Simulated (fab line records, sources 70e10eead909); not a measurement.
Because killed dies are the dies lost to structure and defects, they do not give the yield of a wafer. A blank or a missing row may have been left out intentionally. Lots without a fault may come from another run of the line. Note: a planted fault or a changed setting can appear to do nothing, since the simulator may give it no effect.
What tool caused it? ; flow nandHarc ; Sampling: 24 lots, 72 wafers, 4 of 1159 route steps

== WHAT THE GAUGES SHOWED, per wafer ==
NHARC_A_M0_THK_MEAS_24: measures by xrf.
lot;measured;on;thkNm (nm)
L074;day 17 12:52;filmMetro-02;116.3 115.3 112.5
L075;day 18 00:03;filmMetro-01;115.1 113.9 113.1
L076;day 18 03:13;filmMetro-02;117.4 115.2 118.5
L077;day 18 03:34;filmMetro-02;113.1 115.5 113.7
L078;day 19 09:50;filmMetro-02;112.1 111.0 114.4
L079;day 19 11:26;filmMetro-02;115.0 112.8 114.7
L080;day 19 16:47;filmMetro-01;113.7 112.4 115.1
L082;day 19 22:08;filmMetro-02;114.7 116.7 115.5
L081;day 19 22:26;filmMetro-01;114.8 116.3 115.2
L083;day 20 07:47;filmMetro-02;114.0 115.0 112.9
L084;day 20 13:17;filmMetro-02;114.8 116.2 116.4
L087;day 20 16:49;filmMetro-01;114.3 115.3 114.2
L085;day 20 22:50;filmMetro-02;114.4 113.3 114.8
L086;day 21 03:11;filmMetro-01;112.6 112.5 112.0
L088;day 21 13:24;filmMetro-01;114.5 115.8 113.7
L089;day 21 13:45;filmMetro-02;113.7 115.5 116.7
L091;day 22 00:50;filmMetro-02;116.1 116.8 115.6
L090;day 22 07:27;filmMetro-02;114.3 113.3 114.4
L092;day 22 13:10;filmMetro-02;111.6 113.8 112.6
L094;day 22 20:56;filmMetro-01;114.7 114.9 116.9
L096;day 22 22:00;filmMetro-02;113.7 116.9 118.1
L095;day 23 03:33;filmMetro-01;113.1 113.5 113.9
L093;day 23 03:59;filmMetro-02;115.8 114.6 113.6
L097;day 23 18:58;filmMetro-01;115.5 114.9 112.4

== WHICH TOOL RAN EACH LOT (tool, then ch and the chambers of the sampled wafers, then the start) ==
lot;NHARC_A_BLC_DESCUM_15;NHARC_A_M0_STRIP_18;NHARC_A_M0_PVD_20
L074;rieDiel-13 ch 1,3, day 17 06:26;rieDiel-07 ch 0,3, day 17 10:53;pvdSputter-03, day 17 12:52 or earlier
L075;rieDiel-13 ch 1,3, day 17 15:16;rieDiel-12 ch 1,3, day 17 22:04;pvdSputter-01, day 18 00:03 or earlier
L076;rieDiel-02 ch 0,3, day 17 18:58;rieDiel-12 ch 0,1, day 18 01:16;pvdSputter-02, day 18 03:13 or earlier
L077;rieDiel-08 ch 1,2,3, day 17 19:48;rieDiel-03 ch 0,1,3, day 18 01:37;pvdSputter-01, day 18 03:34 or earlier
L078;rieDiel-02 ch 0,1,2, day 18 23:03;rieDiel-07 ch 1,2,3, day 19 07:56;pvdSputter-02, day 19 09:50 or earlier
L079;rieDiel-13 ch 1,2, day 19 00:17;rieDiel-03 ch 1,2,3, day 19 09:34;pvdSputter-03, day 19 11:26 or earlier
L080;rieDiel-13 ch 1,2, day 19 09:40;rieDiel-12 ch 0,1,2, day 19 14:50;pvdSputter-02, day 19 16:47 or earlier
L082;rieDiel-13 ch 1,2, day 19 12:02;rieDiel-03 ch 0,1, day 19 20:11;pvdSputter-02, day 19 22:08 or earlier
L081;rieDiel-02 ch 0,2,3, day 19 12:55;rieDiel-12 ch 2,3, day 19 20:22;pvdSputter-03, day 19 22:26 or earlier
L083;rieDiel-08 ch 0,2,3, day 19 23:14;rieDiel-03 ch 1,2,3, day 20 05:28;pvdSputter-02, day 20 07:47 or earlier
L084;rieDiel-02 ch 0,1,2, day 20 05:06;rieDiel-03 ch 0,2,3, day 20 11:21;pvdSputter-01, day 20 13:17 or earlier
L087;rieDiel-13 ch 0,1,2, day 20 10:09;rieDiel-07 ch 0,1,2, day 20 14:39;pvdSputter-02, day 20 16:49 or earlier
L085;rieDiel-13 ch 0,2, day 20 16:16;rieDiel-03 ch 0,1,2, day 20 20:44;pvdSputter-03, day 20 22:50 or earlier
L086;rieDiel-13 ch 2,3, day 20 20:42;rieDiel-07 ch 0,1,2, day 21 01:16;pvdSputter-03, day 21 03:11 or earlier
L088;rieDiel-02 ch 0,1,3, day 20 22:49;rieDiel-03 ch 0,1,2, day 21 11:25;pvdSputter-02, day 21 13:24 or earlier
L089;rieDiel-13 ch 0,1,2, day 20 23:25;rieDiel-03 ch 0,2,3, day 21 11:50;pvdSputter-03, day 21 13:45 or earlier
L091;rieDiel-13 ch 0,1,3, day 21 16:08;rieDiel-12 ch 0,1,2, day 21 22:40;pvdSputter-02, day 22 00:50 or earlier
L090;rieDiel-13 ch 0,1, day 21 20:25;rieDiel-12 ch 0,1,2, day 22 05:34;pvdSputter-01, day 22 07:27 or earlier
L092;rieDiel-08 ch 0,1,2, day 22 04:07;rieDiel-07 ch 1,2,3, day 22 11:12;pvdSputter-02, day 22 13:10 or earlier
L094;rieDiel-02 ch 0,1,2, day 22 11:01;rieDiel-03 ch 2,3, day 22 18:58;pvdSputter-02, day 22 20:56 or earlier
L096;rieDiel-08 ch 1,3, day 22 13:51;rieDiel-07 ch 0,2,3, day 22 20:04;pvdSputter-02, day 22 22:00 or earlier
L095;rieDiel-02 ch 0,3, day 22 18:55;rieDiel-07 ch 2,3, day 23 01:36;pvdSputter-01, day 23 03:33 or earlier
L093;rieDiel-02 ch 0,2, day 22 19:04;rieDiel-12 ch 2,3, day 23 01:59;pvdSputter-02, day 23 03:59 or earlier
L097;rieDiel-08 ch 0,1, day 23 12:26;rieDiel-12 ch 1,2,3, day 23 17:00;pvdSputter-03, day 23 18:58 or earlier
- NHARC_A_BLC_DESCUM_15: chemistry O2, time 3 s.
- NHARC_A_M0_STRIP_18: strips in N2/H2.
- NHARC_A_M0_PVD_20: deposits TaN, target thk 5 nm, time 8.06 s.

== WHAT THE TOOLS THEMSELVES READ (means of the sampled wafers that have a number; where no wafer has one, the mark that the record gives instead) ==
NHARC_A_BLC_DESCUM_15.
lot;tool;drypumpMotorCurrentA (A);oesProductAu (a.u.);rfVppV (V);showerheadPlenumPTorr (Torr);throttleValvePct (%)
L074;rieDiel-13;5.1;1.001;56.6;1.84;11.313
L075;rieDiel-13;5.1;1.002;57.6;1.84;11.308
L076;rieDiel-02;5.1;1.013;58.4;1.96;11.304
L077;rieDiel-08;5.6;0.992;58.1;1.87;11.304
L078;rieDiel-02;5.5;1.006;57.4;1.88;11.321
L079;rieDiel-13;5.7;1.008;57.1;1.82;11.304
L080;rieDiel-13;5.7;1.010;57.8;1.82;11.315
L082;rieDiel-13;5.7;1.008;58.0;1.82;11.313
L081;rieDiel-02;5.2;1.004;58.0;1.87;11.319
L083;rieDiel-08;5.7;0.991;57.2;1.84;11.304
L084;rieDiel-02;5.5;1.004;57.5;1.87;11.301
L087;rieDiel-13;5.8;1.005;56.9;1.87;11.309
L085;rieDiel-13;6.2;1.006;57.5;1.91;11.315
L086;rieDiel-13;5.7;0.992;57.3;1.83;11.321
L088;rieDiel-02;5.4;1.004;58.3;1.87;11.306
L089;rieDiel-13;5.8;0.996;57.4;1.87;11.310
L091;rieDiel-13;5.5;1.005;58.0;1.88;11.308
L090;rieDiel-13;5.5;1.006;57.2;1.87;11.306
L092;rieDiel-08;5.6;0.994;58.2;1.86;11.303
L094;rieDiel-02;5.5;1.014;56.7;1.87;11.317
L096;rieDiel-08;5.7;0.996;57.9;2.00;11.315
L095;rieDiel-02;5.1;1.000;57.7;1.87;11.313
L093;rieDiel-02;5.4;1.002;57.9;1.87;11.314
L097;rieDiel-08;5.6;0.991;57.2;1.81;11.305

NHARC_A_M0_STRIP_18.
lot;tool;drypumpMotorCurrentA (A);oesProductAu (a.u.);rfVppV (V);showerheadPlenumPTorr (Torr);throttleValvePct (%)
L074;rieDiel-07;6.3;0.993;90.6;1.99;14.169
L075;rieDiel-12;5.5;1.003;90.7;2.08;14.163
L076;rieDiel-12;5.5;0.984;91.7;2.10;14.182
L077;rieDiel-03;5.5;0.999;89.9;2.00;14.168
L078;rieDiel-07;6.1;0.991;91.2;2.08;14.175
L079;rieDiel-03;5.5;0.997;90.1;1.98;14.166
L080;rieDiel-12;5.4;0.987;91.4;2.12;14.161
L082;rieDiel-03;5.2;1.001;90.0;1.97;14.165
L081;rieDiel-12;5.7;0.996;91.4;2.17;14.170
L083;rieDiel-03;5.4;0.996;90.6;1.98;14.173
L084;rieDiel-03;5.9;0.999;91.8;2.06;14.173
L087;rieDiel-07;6.3;1.002;91.4;2.11;14.168
L085;rieDiel-03;5.6;0.990;91.5;2.03;14.175
L086;rieDiel-07;6.3;0.991;90.5;2.11;14.167
L088;rieDiel-03;5.6;0.998;90.0;2.03;14.184
L089;rieDiel-03;5.9;1.007;90.2;2.06;14.173
L091;rieDiel-12;5.4;0.997;91.7;2.12;14.168
L090;rieDiel-12;5.4;0.983;90.6;2.12;14.170
L092;rieDiel-07;6.1;1.001;90.1;2.08;14.167
L094;rieDiel-03;5.8;1.002;90.9;2.04;14.178
L096;rieDiel-07;6.4;0.988;90.2;2.05;14.179
L095;rieDiel-07;6.2;0.988;90.8;2.08;14.167
L093;rieDiel-12;6.1;1.001;90.1;2.16;14.156
L097;rieDiel-12;5.6;0.996;91.5;2.12;14.170

NHARC_A_M0_PVD_20.
lot;tool;chamberPressurePa (Pa);throttleValvePct (%)
L074;pvdSputter-03;0.12004;30.7
L075;pvdSputter-01;0.11990;29.4
L076;pvdSputter-02;0.11976;28.3
L077;pvdSputter-01;0.11987;29.2
L078;pvdSputter-02;0.11984;28.9
L079;pvdSputter-03;0.12006;30.7
L080;pvdSputter-02;0.12017;28.0
L082;pvdSputter-02;0.11973;27.7
L081;pvdSputter-03;0.12021;30.8
L083;pvdSputter-02;0.12000;28.1
L084;pvdSputter-01;0.12006;29.1
L087;pvdSputter-02;0.12019;28.3
L085;pvdSputter-03;0.11991;30.7
L086;pvdSputter-03;0.11982;30.9
L088;pvdSputter-02;0.11985;28.0
L089;pvdSputter-03;0.11997;30.4
L091;pvdSputter-02;0.12012;28.6
L090;pvdSputter-01;0.12009;29.9
L092;pvdSputter-02;0.12017;28.1
L094;pvdSputter-02;0.12006;28.7
L096;pvdSputter-02;0.11995;28.4
L095;pvdSputter-01;0.11977;29.2
L093;pvdSputter-02;0.12005;28.8
L097;pvdSputter-03;0.11996;30.8

== THE ANSWER, worked out from the rows above alone ==
Rule: usual is defined by the lots themselves. The widest of any qualifying gaps counts: lots, ordered by their means at a reading, are off when they make up no more than a third of the lots, leave a main group of 4 or more, and stand apart from it by 3 or more times the standard deviation of that group's means. If all means in a main group match to the digits the tables above print for the reading, that group is not used. A lot without any number at a reading at which 4 lots or more have one is off too. Where the step has rows for the other lots, those lots are counted as sound. Order of review: gauges by route order, followed by the tools' own readings, for which a lot's mean as printed above is used. At the first step where some lot is off, the reading lying furthest off is the one used; lots without a number count as furthest.
Nothing can be told from this: no lot is off at any reading shown.

== WHAT THE SIMULATOR HAD PUT IN ==
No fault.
